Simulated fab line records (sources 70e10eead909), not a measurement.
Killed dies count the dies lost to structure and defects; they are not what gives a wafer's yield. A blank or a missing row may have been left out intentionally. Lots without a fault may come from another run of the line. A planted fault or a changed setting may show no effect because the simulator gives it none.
The same fault as seen by 2 desks + flow nand harc + each desk holds nothing but its own numbers, with what lay behind them at the end

THE DEFECT DESK
What the inspections along the route counted, lot by lot: means of the sampled wafers that have a number. The brackets show how far a lot's mean lies from the usual mean; more than 4 standard deviations puts the lot out of limits, marked OUT.
Columns: A = raw defect count at NHARC_THIN_TSV_INSPECT_40, usual 573
| lot  | first seen here | A   |
|------|-----------------|-----|
| L476 | day 24 00:58    | 775 |
| L477 | day 24 17:26    | 602 |
| L478 | day 24 17:26    | 523 |
| L483 | day 26 03:34    | 547 |
| L482 | day 26 08:35    | 384 |
| L488 | day 29 13:08    | 562 |
| L489 | day 29 13:08    | 489 |
| L493 | day 30 15:12    | 867 |
| L496 | day 32 18:11    | 572 |
| L498 | day 33 09:02    | 675 |
| L499 | day 34 19:05    | 631 |
This desk's verdict: no lot among the 11 shows anything out of limits.

FROM THE METROLOGY DESK
What the gauges read for every lot (on any tool): the sampled wafers with a number, averaged. The brackets show how far a lot's mean lies from the usual mean; more than 4 standard deviations puts the lot out of limits, marked OUT.
Columns: A = thk nm at NHARC_A_BONDPAD_THK_MEAS_20, usual 170.3 nm
| lot  | first seen here | A     |
|------|-----------------|-------|
| L476 | day 23 02:25    | 171.0 |
| L478 | day 23 15:07    | 171.7 |
| L477 | day 23 18:04    | 171.8 |
| L483 | day 25 00:59    | 170.6 |
| L482 | day 25 06:20    | 169.8 |
| L488 | day 28 10:26    | 170.5 |
| L489 | day 28 11:07    | 169.6 |
| L493 | day 29 07:49    | 169.1 |
| L496 | day 31 13:47    | 171.6 |
| L498 | day 32 02:46    | 169.2 |
| L499 | day 33 18:30    | 170.8 |
This desk's verdict: no lot among the 11 shows anything out of limits.

BROUGHT TOGETHER
Nothing out of limits was seen by the defect desk.
From the metrology desk's view, nothing was out of limits.

WHAT THE SIMULATOR HAD PUT IN
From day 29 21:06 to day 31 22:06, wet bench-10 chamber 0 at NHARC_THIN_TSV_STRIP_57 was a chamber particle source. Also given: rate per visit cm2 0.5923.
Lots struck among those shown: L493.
